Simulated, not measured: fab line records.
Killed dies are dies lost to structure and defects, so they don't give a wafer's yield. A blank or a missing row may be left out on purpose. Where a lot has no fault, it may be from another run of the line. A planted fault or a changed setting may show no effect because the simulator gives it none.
Which of the tools did it? -- flow n5 finfet -- Sampling: 11 lots, 31 wafers, 4 of 1938 route steps

## WHAT EACH GAUGE READ, for each wafer
Not one reading of a measure or inspect step in the record can be checked against a usual standard deviation.

## EACH LOT AND THE TOOL THAT RAN IT (in order: tool; ch and the chambers of the sampled wafers; start)
lot,N5_MIM_TOP_ALD_02,N5_MIM_BOT_ETCH_ETCH_03,N5_MIM_BOT_ETCH_STRIP_01,N5_PASSIVATION_PECVD_55
L671,"ald hk-01 ch 1,2,3, day 13 06:10 or earlier","rie metal-02 ch 0,1, day 13 06:10","rie diel-05 ch 0,2,3, day 13 06:23","pecvd-04 ch 0,2, day 13 06:56"
L673,"ald hk-01 ch 0,2,3, day 14 04:33 or earlier","rie metal-03 ch 0,1, day 14 04:33","rie diel-04 ch 0,3, day 14 04:47","pecvd-03 ch 1,2, day 14 05:19"
L675,"ald hk-03 ch 0,3, day 14 14:04 or earlier","rie metal-01 ch 0,1, day 14 14:04","rie diel-04 ch 1,2, day 14 14:20","pecvd-03 ch 1,2, day 14 14:50"
L677,"ald hk-02 ch 1,3, day 15 01:10 or earlier","rie metal-03 ch 0,1, day 15 01:10","rie diel-04 ch 2,3, day 15 01:23","pecvd-02 ch 0,2, day 15 01:53"
L676,"ald hk-01 ch 1,2,3, day 15 06:05 or earlier","rie metal-03 ch 0,1, day 15 06:05","rie diel-05 ch 0,2, day 15 06:19","pecvd-02 ch 0,2, day 15 07:13"
L678,"ald hk-03 ch 0,3, day 16 05:07 or earlier","rie metal-03 ch 0,1, day 16 05:07","rie diel-02 ch 2, day 16 05:22","pecvd-02 ch 0,2, day 16 05:52"
L683,"ald hk-02 ch 0,1,3, day 16 14:26 or earlier","rie metal-02 ch 1, day 16 14:26","rie diel-05 ch 0,1, day 16 14:52","pecvd-02 ch 0,2, day 16 15:23"
L685,"ald hk-01 ch 1,3, day 17 01:34 or earlier","rie metal-02 ch 0,1, day 17 01:34","rie diel-04 ch 2,3, day 17 01:48","pecvd-02 ch 0,2, day 17 02:20"
L689,"ald hk-01 ch 0,1,2, day 18 01:20 or earlier","rie metal-02 ch 0,1, day 18 01:20","rie diel-04 ch 1,3, day 18 01:34","pecvd-03 ch 1,2, day 18 02:04"
L687,"ald hk-01 ch 0,1,3, day 18 03:02 or earlier","rie metal-01 ch 1, day 18 03:02","rie diel-05 ch 0,1, day 18 03:28","pecvd-03 ch 0,2, day 18 04:01"
L692,"ald hk-01 ch 0,2,3, day 19 06:11 or earlier","rie metal-03 ch 0,1, day 19 06:11","rie diel-02 ch 0,1, day 19 06:31","pecvd-04 ch 0,1,2, day 19 07:01"
- N5_MIM_TOP_ALD_02: deposits Al2O3, purge time 3 s, co reactant pulse time 3 s.
- N5_MIM_BOT_ETCH_ETCH_03: etches the open film in Cl2/BCl3, target depth 12 nm.
- N5_MIM_BOT_ETCH_STRIP_01: strips in O2.
- N5_PASSIVATION_PECVD_55: deposits SiO2 from SiH4/N2O, target thk 400 nm, time 22.5 s.

## AS READ BY THE TOOLS THEMSELVES (means over the sampled wafers that have a number; for cases with no such wafer, the mark the record gives instead)
N5_MIM_TOP_ALD_02. Usual: precursor pulse height rel reads 1.001 (standard deviation 0.02).
lot,tool,precursor pulse height rel,flag
L671,ald hk-01,0.980,
L673,ald hk-01,0.990,
L675,ald hk-03,1.006,
L677,ald hk-02,1.005,
L676,ald hk-01,1.013,
L678,ald hk-03,0.992,
L683,ald hk-02,1.002,
L685,ald hk-01,0.979,
L689,ald hk-01,1.008,
L687,ald hk-01,0.996,
L692,ald hk-01,1.014,

N5_MIM_BOT_ETCH_ETCH_03. Usual: drypump motor current A 5.6 A, standard deviation 0.4; oes product au 0.77 a.u., standard deviation 0.1; throttle valve pct 27.68 %, standard deviation 0.29.
lot,tool,drypump motor current A (A),oes product au (a.u.),throttle valve pct (%),flag
L671,rie metal-02,5.3,0.70,27.68,
L673,rie metal-03,6.0,0.80,27.51,
L675,rie metal-01,5.8,0.66,27.71,
L677,rie metal-03,5.8,0.93,27.48,
L676,rie metal-03,5.6,0.90,27.46,
L678,rie metal-03,5.8,1.05,27.49,
L683,rie metal-02,5.1,0.72,28.07,
L685,rie metal-02,5.3,0.89,27.57,
L689,rie metal-02,5.2,0.79,27.82,
L687,rie metal-01,5.5,0.90,27.93,
L692,rie metal-03,5.9,0.76,27.53,

N5_MIM_BOT_ETCH_STRIP_01. Usual: drypump motor current A 5.9 A, standard deviation 0.38; oes product au 0.80 a.u., standard deviation 0.079; rf vpp V 3.6 V, standard deviation 1.4; showerhead plenum p Torr 2.12 Torr, standard deviation 0.098; throttle valve pct 16.59 %, standard deviation 0.17.
lot,tool,drypump motor current A (A),oes product au (a.u.),rf vpp V (V),showerhead plenum p Torr (Torr),throttle valve pct (%),flag
L671,rie diel-05,5.9,0.82,4.0,2.18,16.56,
L673,rie diel-04,6.3,0.78,3.1,2.17,16.58,
L675,rie diel-04,6.1,0.91,5.2,2.16,16.45,
L677,rie diel-04,6.1,0.89,3.0,2.04,16.54,
L676,rie diel-05,5.7,0.79,3.8,2.20,16.60,
L678,rie diel-02,6.4,0.86,3.8,2.04,16.48,
L683,rie diel-05,5.4,0.71,2.1,1.98,16.80,
L685,rie diel-04,6.1,0.82,4.3,2.03,16.68,
L689,rie diel-04,6.1,0.90,4.4,2.16,16.26,
L687,rie diel-05,5.5,0.70,3.6,2.07,16.74,
L692,rie diel-02,5.4,0.73,3.1,2.18,16.63,

N5_PASSIVATION_PECVD_55. Usual: heater power w 632 W, standard deviation 78; showerhead plenum p Torr 8.19 Torr, standard deviation 0.099; throttle valve pct 52 %, standard deviation 4.2.
lot,tool,heater power w (W),showerhead plenum p Torr (Torr),throttle valve pct (%),flag
L671,pecvd-04,554,8.13,50,
L673,pecvd-03,545,8.19,56,
L675,pecvd-03,615,8.16,53,
L677,pecvd-02,662,8.19,50,
L676,pecvd-02,681,8.21,49,
L678,pecvd-02,692,8.16,50,
L683,pecvd-02,657,8.23,49,
L685,pecvd-02,672,8.22,49,
L689,pecvd-03,667,8.16,53,
L687,pecvd-03,679,8.15,49,
L692,pecvd-04,620,8.22,52,

## THE ANSWER, worked out from the rows above alone
Rule: take the mean of a lot's wafers that have a number; if it is more than 3 standard deviations from the usual mean, the lot is off. A lot without any number at a reading at which 4 lots or more have one is off too. Any other lot the step has rows for is counted as sound. The gauges are gone through in route order, then the tools' own readings, and for those a lot's mean is taken as printed above. The first step at which some lot is off is used, and at that step the reading that is off furthest; a lot without a number counts as furthest.
No lot is off at any reading shown: from this, nothing can be told.

## WHAT THE SIMULATOR PUT IN
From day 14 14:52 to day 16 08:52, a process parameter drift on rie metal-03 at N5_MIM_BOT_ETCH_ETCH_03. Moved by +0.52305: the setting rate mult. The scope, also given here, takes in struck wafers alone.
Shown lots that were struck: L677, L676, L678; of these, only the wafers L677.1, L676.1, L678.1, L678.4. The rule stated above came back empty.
